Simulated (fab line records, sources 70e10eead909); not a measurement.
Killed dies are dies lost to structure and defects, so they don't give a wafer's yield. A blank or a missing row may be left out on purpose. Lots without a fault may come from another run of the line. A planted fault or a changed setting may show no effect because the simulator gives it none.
Which tool did it? | flow nand_harc | 24 lots, 72 wafers sampled, at 2 steps of a route of 1302

WHAT THE GAUGES READ, wafer by wafer
NHARC_A_CONTACT_CD_MEAS_42: target cd 300 nm.
lot  | measured     | on        | cd_nm (nm)
L074 | day 21 04:35 | cd_sem-02 | 300.4 299.8 300.9
L076 | day 21 13:50 | cd_sem-01 | 299.6 299.3 300.1
L075 | day 22 02:49 | cd_sem-03 | 300.1 299.2 299.0
L077 | day 22 09:44 | cd_sem-03 | 299.6 300.0 300.2
L078 | day 22 18:05 | cd_sem-03 | 299.7 299.8 299.6
L079 | day 23 02:22 | cd_sem-02 | 300.8 300.4 300.6
L081 | day 24 10:40 | cd_sem-01 | 299.8 299.5 299.0
L080 | day 24 19:26 | cd_sem-03 | 298.9 299.0 299.3
L082 | day 25 01:37 | cd_sem-03 | 299.8 300.0 300.3
L083 | day 25 03:47 | cd_sem-03 | 299.6 300.2 300.2
L085 | day 25 16:10 | cd_sem-03 | 299.2 298.9 299.3
L084 | day 25 20:34 | cd_sem-02 | 300.2 299.7 299.7
L086 | day 26 04:49 | cd_sem-03 | 299.4 300.6 299.8
L090 | day 27 11:19 | cd_sem-03 | 300.1 299.2 299.8
L088 | day 27 11:01 | cd_sem-02 | 299.2 299.3 299.4
L087 | day 27 14:08 | cd_sem-02 | 300.5 301.3 300.5
L089 | day 27 23:58 | cd_sem-02 | 299.8 300.0 299.9
L091 | day 28 09:55 | cd_sem-01 | 299.7 299.8 299.3
L092 | day 28 09:05 | cd_sem-03 | 299.6 299.4 299.3
L093 | day 29 02:46 | cd_sem-01 | 299.1 299.3 299.7
L095 | day 29 18:04 | cd_sem-03 | 300.4 299.7 299.6
L094 | day 29 18:41 | cd_sem-02 | 299.5 299.8 299.6
L097 | day 30 13:01 | cd_sem-01 | 299.5 299.3 300.3
L096 | day 30 12:52 | cd_sem-03 | 299.3 299.9 299.9

WHICH TOOL RAN EACH LOT (tool, then ch and the chambers of the sampled wafers, then the start)
lot  | NHARC_A_WL_FILL_STRIP_29
L074 | rie_diel-08 ch 0,1,2, day 20 16:28
L076 | rie_diel-08 ch 0,1,2, day 21 03:59
L075 | rie_diel-08 ch 0,2,3, day 21 14:13
L077 | rie_diel-08 ch 0,2,3, day 21 21:47
L078 | rie_diel-03 ch 0,3, day 22 05:59
L079 | rie_diel-05 ch 0,2,3, day 22 14:19
L081 | rie_diel-03 ch 0,1,3, day 23 20:12
L080 | rie_diel-08 ch 0,1,2, day 24 06:24
L082 | rie_diel-08 ch 1,2,3, day 24 12:28
L083 | rie_diel-05 ch 1,3, day 24 15:37
L085 | rie_diel-05 ch 0,2,3, day 25 03:20
L084 | rie_diel-08 ch 0,1,2, day 25 08:10
L086 | rie_diel-08 ch 0,1,3, day 25 15:06
L090 | rie_diel-08 ch 0,2,3, day 26 23:02
L088 | rie_diel-05 ch 0,2,3, day 26 23:02
L087 | rie_diel-05 ch 1,2, day 26 23:05
L089 | rie_diel-08 ch 0,3, day 27 11:52
L091 | rie_diel-08 ch 2,3, day 27 20:17
L092 | rie_diel-05 ch 2,3, day 27 20:19
L093 | rie_diel-08 ch 1,2,3, day 28 10:46
L095 | rie_diel-03 ch 0,1, day 29 02:12
L094 | rie_diel-08 ch 1,2, day 29 02:19
L097 | rie_diel-05 ch 1,2,3, day 29 22:13
L096 | rie_diel-03 ch 0,1, day 29 22:18
- NHARC_A_WL_FILL_STRIP_29: strips in O2, time 20 s.

WHAT THE TOOLS THEMSELVES READ (means of the sampled wafers that have a number; where no wafer has one, the mark that the record gives instead)
NHARC_A_WL_FILL_STRIP_29.
lot  | tool        | drypump_motor_current_A (A) | oes_product_au (a.u.) | rf_vpp_V (V) | showerhead_plenum_p_Torr (Torr) | throttle_valve_pct (%)
L074 | rie_diel-08 | 6.1                         | 1.002                 | 58.5         | 3.51                            | 17.038
L076 | rie_diel-08 | 6.1                         | 1.003                 | 57.3         | 3.51                            | 17.038
L075 | rie_diel-08 | 6.1                         | 1.001                 | 57.8         | 3.56                            | 17.033
L077 | rie_diel-08 | 6.1                         | 0.996                 | 58.7         | 3.56                            | 17.033
L078 | rie_diel-03 | 6.3                         | 0.989                 | 57.2         | 3.42                            | 17.031
L079 | rie_diel-05 | 6.2                         | 1.011                 | 58.1         | 3.72                            | 17.044
L081 | rie_diel-03 | 6.1                         | 0.995                 | 57.4         | 3.52                            | 17.033
L080 | rie_diel-08 | 6.1                         | 1.005                 | 58.3         | 3.51                            | 17.037
L082 | rie_diel-08 | 6.2                         | 0.998                 | 57.9         | 3.60                            | 17.039
L083 | rie_diel-05 | 6.1                         | 0.992                 | 58.2         | 3.63                            | 17.034
L085 | rie_diel-05 | 6.1                         | 1.004                 | 59.0         | 3.71                            | 17.035
L084 | rie_diel-08 | 6.1                         | 1.009                 | 58.1         | 3.51                            | 17.039
L086 | rie_diel-08 | 5.8                         | 1.008                 | 58.1         | 3.58                            | 17.042
L090 | rie_diel-08 | 6.1                         | 1.008                 | 58.1         | 3.56                            | 17.042
L088 | rie_diel-05 | 6.2                         | 0.997                 | 58.2         | 3.71                            | 17.035
L087 | rie_diel-05 | 6.5                         | 0.995                 | 58.0         | 3.44                            | 17.031
L089 | rie_diel-08 | 5.7                         | 1.012                 | 57.9         | 3.54                            | 17.039
L091 | rie_diel-08 | 6.5                         | 0.999                 | 57.9         | 3.59                            | 17.030
L092 | rie_diel-05 | 6.4                         | 1.004                 | 58.0         | 3.69                            | 17.032
L093 | rie_diel-08 | 6.2                         | 1.003                 | 58.3         | 3.60                            | 17.045
L095 | rie_diel-03 | 6.1                         | 1.007                 | 57.7         | 3.55                            | 17.035
L094 | rie_diel-08 | 6.5                         | 1.000                 | 58.5         | 3.54                            | 17.035
L097 | rie_diel-05 | 6.4                         | 1.004                 | 57.9         | 3.59                            | 17.032
L096 | rie_diel-03 | 6.1                         | 1.000                 | 57.2         | 3.55                            | 17.032

THE ANSWER, worked out from the rows above alone
Rule: what is usual is taken from the lots themselves. Put in order of their means at a reading, lots are off if they are a third of the lots or fewer, leave a main group of 4 or more, and stand apart from it by a gap of 3 or more times the standard deviation of the main group's means; of several such gaps the widest counts. A main group whose means are all the same, to the digits that the tables above print for the reading, isn't used. A lot without any number at a reading at which 4 lots or more have one is off too. The other lots that the step has rows for count as sound. The gauges are gone through in route order, then the tools' own readings, and for those a lot's mean is taken as printed above. The first step at which some lot is off is used, and at that step the reading that is off furthest; a lot without a number counts as furthest.
No lot is off at any reading shown: from this, nothing can be told.

WHAT THE SIMULATOR HAD PUT IN
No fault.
